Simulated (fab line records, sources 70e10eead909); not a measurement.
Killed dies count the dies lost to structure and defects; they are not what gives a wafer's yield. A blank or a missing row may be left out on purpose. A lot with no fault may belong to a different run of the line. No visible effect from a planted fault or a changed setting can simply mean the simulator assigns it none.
Tool commonality check	flow nand harc	Sampled: 11 lots, 33 wafers

WHAT PROMPTED THE OPENING
On 2 of the 11 lots, a flag is raised at NHARC_P_GATE_CD_MEAS_26 on the reading cd nm. Wafers without a fault read 119.6 nm, standard deviation 0.78.
Rule: a lot is flagged when every wafer of it that has a number lies more than 4 standard deviations from that mean, or none has a number. All remaining lots are regarded as sound.

lot	measured	on	cd nm (nm), wafer by wafer	flag
L848	day 5 20:32	cd sem-01	119.3 119.7 117.6	
L849	day 6 12:47	cd sem-03	120.7 119.3 119.9	
L851	day 7 05:45	cd sem-02	118.3 118.8 120.1	
L852	day 7 21:13	cd sem-02	119.2 120.1 118.7	
L853	day 7 21:38	cd sem-03	121.0 119.9 119.6	
L854	day 8 10:43	cd sem-01	118.7 119.6 118.7	
L856	day 9 10:59	cd sem-01	119.9 120.3 118.9	
L860	day 11 03:19	cd sem-02	120.1 120.4 120.4	
L863	day 12 05:20	cd sem-02	95.2 95.0 94.8	FLAGGED
L866	day 13 05:09	cd sem-01	94.2 95.1 94.5	FLAGGED
L869	day 14 11:45	cd sem-02	120.6 119.9 119.6	
The numbers of the flagged lots are 94.8 nm on average: -24.8 nm against the usual, or -32 standard deviations.

EACH LOT AND THE TOOL IT RAN ON
The record keeps 1 process step preceding the reading, out of 1302 steps on the route. In each cell: the tool, then ch and the chambers that the sampled wafers went through, then the start.
lot	flag	NHARC_P_GATE_PEB_24
L848		litho track-01 ch 0, day 5 20:28
L849		litho track-04 ch 0, day 6 12:43
L851		litho track-04 ch 0, day 7 05:40
L852		litho track-04 ch 0, day 7 21:08
L853		litho track-06 ch 0, day 7 21:34
L854		litho track-01 ch 0, day 8 10:38
L856		litho track-04 ch 0, day 9 10:55
L860		litho track-06 ch 0, day 11 03:14
L863	FLAGGED	litho track-04 ch 0, day 12 05:16
L866	FLAGGED	litho track-04 ch 0, day 13 05:04
L869		litho track-06 ch 0, day 14 11:40
What these steps do:
- NHARC_P_GATE_PEB_24: peb time 65 s.
- NHARC_P_GATE_CD_MEAS_26: target cd 120 nm.

FLAGGED AGAINST TOTAL, ONE TOOL AT A TIME (gauges that did the reading follow at the end)
step	tool	lots run	flagged	share of the flagged lots	sound lots run after its first flagged lot
NHARC_P_GATE_PEB_24	litho track-01	2	0	none	-
NHARC_P_GATE_PEB_24	litho track-04	6	2	all	0
NHARC_P_GATE_PEB_24	litho track-06	3	0	none	-
NHARC_P_GATE_CD_MEAS_26	cd sem-01	4	1	some	0
NHARC_P_GATE_CD_MEAS_26	cd sem-02	5	1	some	1 (L869)
NHARC_P_GATE_CD_MEAS_26	cd sem-03	2	0	none	-

THE TABLE: WHAT IT ALLOWS
All flagged lots share 1 row of the table, namely litho track-04 at NHARC_P_GATE_PEB_24.
- litho track-04 at NHARC_P_GATE_PEB_24: 2 of its 6 lots flagged. It ran its last sound lot, L856, at day 9 10:55 and its first flagged lot, L863, at day 12 05:16: a fault with its onset between the two fits. Its own readings lie more than 4 standard deviations out on every wafer of the flagged lots: heater power total W, plate temp C.
Just one tool remains: litho track-04 at NHARC_P_GATE_PEB_24.

WHAT HAD BEEN PUT IN BY THE SIMULATOR
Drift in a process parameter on litho track-04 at NHARC_P_GATE_PEB_24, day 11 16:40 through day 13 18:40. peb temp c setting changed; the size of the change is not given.
Lots struck among those shown: L863, L866. The rule above found the same.
